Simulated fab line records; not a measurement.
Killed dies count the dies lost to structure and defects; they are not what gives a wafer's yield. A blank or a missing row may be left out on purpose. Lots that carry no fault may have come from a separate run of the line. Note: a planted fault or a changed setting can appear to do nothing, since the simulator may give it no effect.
Lot-split experiment    flow n5-finfet    39 wafers read from 7 lots, route of 1938 steps

## THE SPLIT ITSELF
At N5_DUMMY_GATE_ETCH_42 (etches SiO2 in CHF3/O2, target depth 3.5 nm, time 31 s), the setting bias-w was moved away from the recipe's 12 W on 15 of the 39 wafers read, by -19.0% to +15.3%. For the rest of the wafers, this setting stayed at what the recipe calls for.

Reading taken at the split's own step.

## THE READING
rf-vpp-V, in V, at N5_DUMMY_GATE_ETCH_42 (etches SiO2 in CHF3/O2, target depth 3.5 nm, time 31 s). Fault-free wafers of this fab line usually give 42.8 V, standard deviation 1.1 V.

wafer   tool, chamber at the split  bias-w as run, W  against the recipe  rf-vpp-V, V  against lot-mates on the recipe
L074.1  rie-diel-02, 1              12                recipe              43.3         -
L074.2  rie-diel-02, 3              9.716             -19.0%              36.4         -6.8
L074.3  rie-diel-02, 0              9.716             -19.0%              38.9         -4.3
L074.4  rie-diel-02, 2              9.716             -19.0%              35.0         -8.2
L074.5  rie-diel-02, 2              12                recipe              43.0         -
L074.6  rie-diel-02, 1              12                recipe              43.3         -
L079.2  rie-diel-03, 3              12                recipe              42.6         -
L079.4  rie-diel-03, 1              12                recipe              42.7         -
L079.6  rie-diel-03, 2              12                recipe              42.2         -
L084.1  rie-diel-02, 0              12                recipe              45.1         -
L084.2  rie-diel-02, 1              12                recipe              41.8         -
L084.3  rie-diel-02, 3              12                recipe              42.6         -
L084.4  rie-diel-02, 2              12                recipe              42.1         -
L084.5  rie-diel-02, 0              12                recipe              44.0         -
L084.6  rie-diel-02, 1              12                recipe              43.4         -
L087.1  rie-diel-02, 1              10.73             -10.6%              39.1         -3.9
L087.2  rie-diel-02, 0              12                recipe              43.8         -
L087.3  rie-diel-02, 2              10.73             -10.6%              38.8         -4.2
L087.4  rie-diel-02, 1              12                recipe              43.8         -
L087.5  rie-diel-02, 0              10.73             -10.6%              41.2         -1.8
L087.6  rie-diel-02, 2              12                recipe              41.4         -
L089.1  rie-diel-02, 0              12                recipe              43.1         -
L089.2  rie-diel-02, 3              12                recipe              41.6         -
L089.3  rie-diel-02, 2              9.856             -17.9%              35.7         -6.8
L089.4  rie-diel-02, 1              12                recipe              42.7         -
L089.5  rie-diel-02, 0              9.856             -17.9%              39.4         -3.1
L089.6  rie-diel-02, 1              9.856             -17.9%              36.8         -5.7
L096.1  rie-diel-02, 3              12                recipe              41.4         -
L096.2  rie-diel-02, 0              12                recipe              43.8         -
L096.3  rie-diel-02, 2              10.74             -10.5%              38.6         -3.9
L096.4  rie-diel-02, 1              10.74             -10.5%              39.4         -3.1
L096.5  rie-diel-02, 1              12                recipe              42.4         -
L096.6  rie-diel-02, 2              10.74             -10.5%              39.9         -2.6
L097.1  rie-diel-05, 2              12                recipe              42.2         -
L097.2  rie-diel-05, 3              13.84             +15.3%              48.0         +5.8
L097.3  rie-diel-05, 1              12                recipe              42.0         -
L097.4  rie-diel-05, 3              12                recipe              42.5         -
L097.5  rie-diel-05, 2              13.84             +15.3%              47.3         +5.1
L097.6  rie-diel-05, 1              13.84             +15.3%              46.1         +3.9

FIT RESULTS
A straight line over all 39 wafers: rf-vpp-V changes by +0.304 V for each +1% of bias-w; r = +0.93; the points scatter about the line by 1.1 V.
The same after taking each lot's own level away (the mean of its wafers on the recipe; 39 wafers): +0.316 V for each +1%; r = +0.94; scatter 1 V.
That fit puts the effect of the largest move of bias-w on the reading at 6 V.
Measured against the standard deviation above, the lots' own levels, which go from 42.23 to 43.20 V, span 0.9 times it.
Consequently the slope shifts little with the lot-to-lot level, the two slopes agreeing.
Check: with one of the wafers moved furthest among these (-19.0%) left out of the fit, the line predicts -5.89 V for it against its lot-mates. Against them it came out at -6.8 V.
Tool readings at the split's step, against how far the setting was moved: rf-vpp-V r = +0.93.

## THESE WAFERS: OTHER SPLITS
Before the reading, these wafers also passed through other splits. Each is held against what the fit with the lots' levels taken away leaves over:
other split on the same wafers     wafers away from the commonest value  r with rf-vpp-V (lot level and that fit taken away)
N5_WELL_APT_IMPLANT_14 energy-kev  12                                    -0.01
N5_FIN_CUT_ETCH_21 bias-w          12                                    +0.15
N5_DUMMY_GATE_ETCH_32 time-s       18                                    -0.27

## FILE'S OWN FIT
rf-vpp-V changes by +0.316 V for each +1% of bias-w, r = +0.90.
